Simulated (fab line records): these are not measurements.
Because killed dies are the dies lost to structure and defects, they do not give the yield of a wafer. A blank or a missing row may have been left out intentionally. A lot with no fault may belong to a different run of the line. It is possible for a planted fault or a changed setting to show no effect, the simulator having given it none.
Which tool did it? ; flow n5-finfet ; 72 wafers from 24 lots sampled at 4 of the route's 1938 steps

WHAT EACH GAUGE READ, for each wafer
N5_BEOL_M5_CD_MEAS_11 targets a cd of 27.74 nm. Usual: cd-nm 28.13 nm, standard deviation 0.23.
lot;measured;on;cd-nm (nm);flag
L075;day 8 09:54;cd-sem-03;28.14 28.22 27.95;
L077;day 8 12:08;cd-sem-03;27.81 27.87 27.69;
L074;day 8 12:31;cd-sem-01;27.95 28.31 28.24;
L076;day 8 15:46;cd-sem-02;28.63 28.16 28.17;
L078;day 9 10:46;cd-sem-03;27.90 27.98 28.15;
L079;day 9 10:50;cd-sem-01;28.09 28.07 27.84;
L080;day 9 10:48;cd-sem-02;28.30 28.02 28.55;
L081;day 9 20:45;cd-sem-02;27.76 28.53 28.22;
L082;day 10 05:52;cd-sem-03;28.48 28.23 28.24;
L083;day 10 17:20;cd-sem-03;28.05 27.88 27.96;
L084;day 10 23:51;cd-sem-01;28.27 27.80 28.21;
L086;day 11 00:33;cd-sem-01;28.18 28.03 28.08;
L085;day 11 08:25;cd-sem-02;28.61 28.61 27.92;
L087;day 11 17:53;cd-sem-01;28.19 27.98 28.05;
L088;day 12 01:24;cd-sem-03;28.21 28.28 27.77;
L090;day 12 05:13;cd-sem-03;28.15 28.12 28.32;
L092;day 12 12:50;cd-sem-01;28.14 27.77 28.34;
L089;day 12 20:04;cd-sem-03;28.31 27.96 28.04;
L091;day 12 20:19;cd-sem-02;28.09 28.30 27.77;
L093;day 13 04:23;cd-sem-02;27.59 28.31 27.93;
L095;day 13 12:23;cd-sem-03;28.24 27.92 28.07;
L094;day 13 13:47;cd-sem-01;28.64 28.16 28.48;
L096;day 13 20:16;cd-sem-02;28.09 28.28 27.98;
L097;day 14 08:32;cd-sem-02;28.04 28.46 28.57;

WHAT TOOL EACH LOT RAN ON (gives the tool, then ch and the chambers of the sampled wafers, and finally the start)
lot;N5_BEOL_M4_ANNEAL_87;N5_BEOL_M4_SPUTTER_88;N5_BEOL_M4_ANNEAL_89
L075;pvd-sputter-02, day 8 05:21;pvd-sputter-02, day 8 05:29;pvd-sputter-02, day 8 05:34
L077;pvd-sputter-02, day 8 07:17;pvd-sputter-02, day 8 07:25;pvd-sputter-02, day 8 07:30
L074;pvd-sputter-01, day 8 07:37;pvd-sputter-01, day 8 07:46;pvd-sputter-01, day 8 07:50
L076;pvd-sputter-02, day 8 10:16;pvd-sputter-02, day 8 10:25;pvd-sputter-02, day 8 10:29
L078;pvd-sputter-01, day 9 00:50;pvd-sputter-01, day 9 00:58;pvd-sputter-01, day 9 01:03
L079;pvd-sputter-03, day 9 05:12;pvd-sputter-03, day 9 05:20;pvd-sputter-03, day 9 05:25
L080;pvd-sputter-01, day 9 06:28;pvd-sputter-01, day 9 06:36;pvd-sputter-01, day 9 06:41
L081;pvd-sputter-01, day 9 14:47;pvd-sputter-01, day 9 14:55;pvd-sputter-01, day 9 15:00
L082;pvd-sputter-01, day 10 01:30;pvd-sputter-01, day 10 01:38;pvd-sputter-01, day 10 01:43
L083;pvd-sputter-03, day 10 13:00;pvd-sputter-03, day 10 13:08;pvd-sputter-03, day 10 13:13
L084;pvd-sputter-03, day 10 19:10;pvd-sputter-03, day 10 19:18;pvd-sputter-03, day 10 19:23
L086;pvd-sputter-02, day 10 19:50;pvd-sputter-02, day 10 19:59;pvd-sputter-02, day 10 20:04
L085;pvd-sputter-01, day 11 01:29;pvd-sputter-01, day 11 01:38;pvd-sputter-01, day 11 01:43
L087;pvd-sputter-03, day 11 12:52;pvd-sputter-03, day 11 13:00;pvd-sputter-03, day 11 13:05
L088;pvd-sputter-03, day 11 19:46;pvd-sputter-03, day 11 19:54;pvd-sputter-03, day 11 19:59
L090;pvd-sputter-02, day 11 23:47;pvd-sputter-02, day 11 23:56;pvd-sputter-02, day 12 00:01
L092;pvd-sputter-02, day 12 08:08;pvd-sputter-02, day 12 08:17;pvd-sputter-02, day 12 08:22
L089;pvd-sputter-01, day 12 15:31;pvd-sputter-01, day 12 15:40;pvd-sputter-01, day 12 15:44
L091;pvd-sputter-03, day 12 15:49;pvd-sputter-03, day 12 15:58;pvd-sputter-03, day 12 16:02
L093;pvd-sputter-01, day 12 23:35;pvd-sputter-01, day 12 23:44;pvd-sputter-01, day 12 23:49
L095;pvd-sputter-02, day 13 07:37;pvd-sputter-02, day 13 07:46;pvd-sputter-02, day 13 07:50
L094;pvd-sputter-03, day 13 08:58;pvd-sputter-03, day 13 09:07;pvd-sputter-03, day 13 09:11
L096;pvd-sputter-03, day 13 14:59;pvd-sputter-03, day 13 15:07;pvd-sputter-03, day 13 15:12
L097;pvd-sputter-02, day 14 02:54;pvd-sputter-02, day 14 03:02;pvd-sputter-02, day 14 03:07
- N5_BEOL_M4_ANNEAL_87: time 240 s.
- N5_BEOL_M4_SPUTTER_88: material Cu, target thk 4.5 nm, time 8.29 s.
- N5_BEOL_M4_ANNEAL_89: time 240 s.

WHAT THE TOOLS THEMSELVES READ (means of the sampled wafers that have a number; where no wafer has one, the mark that the record gives instead)
N5_BEOL_M4_ANNEAL_87. Usual: heater-power-w 815 W, standard deviation 77.
lot;tool;heater-power-w (W);flag
L075;pvd-sputter-02;791;
L077;pvd-sputter-02;801;
L074;pvd-sputter-01;813;
L076;pvd-sputter-02;789;
L078;pvd-sputter-01;817;
L079;pvd-sputter-03;873;
L080;pvd-sputter-01;814;
L081;pvd-sputter-01;814;
L082;pvd-sputter-01;804;
L083;pvd-sputter-03;852;
L084;pvd-sputter-03;865;
L086;pvd-sputter-02;811;
L085;pvd-sputter-01;832;
L087;pvd-sputter-03;770;
L088;pvd-sputter-03;859;
L090;pvd-sputter-02;782;
L092;pvd-sputter-02;830;
L089;pvd-sputter-01;832;
L091;pvd-sputter-03;864;
L093;pvd-sputter-01;829;
L095;pvd-sputter-02;824;
L094;pvd-sputter-03;873;
L096;pvd-sputter-03;863;
L097;pvd-sputter-02;811;

N5_BEOL_M4_SPUTTER_88. Usual: throttle-valve-pct 29.8 %, standard deviation 1.1.
lot;tool;throttle-valve-pct (%);flag
L075;pvd-sputter-02;29.1;
L077;pvd-sputter-02;30.0;
L074;pvd-sputter-01;29.5;
L076;pvd-sputter-02;29.6;
L078;pvd-sputter-01;29.6;
L079;pvd-sputter-03;30.8;
L080;pvd-sputter-01;30.2;
L081;pvd-sputter-01;29.5;
L082;pvd-sputter-01;29.5;
L083;pvd-sputter-03;30.8;
L084;pvd-sputter-03;29.6;
L086;pvd-sputter-02;29.7;
L085;pvd-sputter-01;29.4;
L087;pvd-sputter-03;30.4;
L088;pvd-sputter-03;31.0;
L090;pvd-sputter-02;30.0;
L092;pvd-sputter-02;30.1;
L089;pvd-sputter-01;29.5;
L091;pvd-sputter-03;28.8;
L093;pvd-sputter-01;29.0;
L095;pvd-sputter-02;30.1;
L094;pvd-sputter-03;29.8;
L096;pvd-sputter-03;30.9;
L097;pvd-sputter-02;29.8;

N5_BEOL_M4_ANNEAL_89. Usual: heater-power-w 815 W, standard deviation 78.
lot;tool;heater-power-w (W);flag
L075;pvd-sputter-02;784;
L077;pvd-sputter-02;792;
L074;pvd-sputter-01;821;
L076;pvd-sputter-02;795;
L078;pvd-sputter-01;809;
L079;pvd-sputter-03;880;
L080;pvd-sputter-01;834;
L081;pvd-sputter-01;811;
L082;pvd-sputter-01;808;
L083;pvd-sputter-03;861;
L084;pvd-sputter-03;865;
L086;pvd-sputter-02;800;
L085;pvd-sputter-01;837;
L087;pvd-sputter-03;775;
L088;pvd-sputter-03;869;
L090;pvd-sputter-02;782;
L092;pvd-sputter-02;817;
L089;pvd-sputter-01;831;
L091;pvd-sputter-03;840;
L093;pvd-sputter-01;821;
L095;pvd-sputter-02;825;
L094;pvd-sputter-03;841;
L096;pvd-sputter-03;868;
L097;pvd-sputter-02;807;

THE ANSWER, worked out from the rows above alone
Rule: take the mean of a lot's wafers that have a number; if it is more than 3 standard deviations from the usual mean, the lot is off. A lot without any number at a reading at which 4 lots or more have one is off too. The other lots that the step has rows for count as sound. The gauges are gone through in route order, then the tools' own readings, and for those a lot's mean is taken as printed above. At the first step where some lot is off, the reading lying furthest off is the one used; lots without a number count as furthest.
No lot is off at any reading shown: from this, nothing can be told.

WHAT THE SIMULATOR HAD PUT IN
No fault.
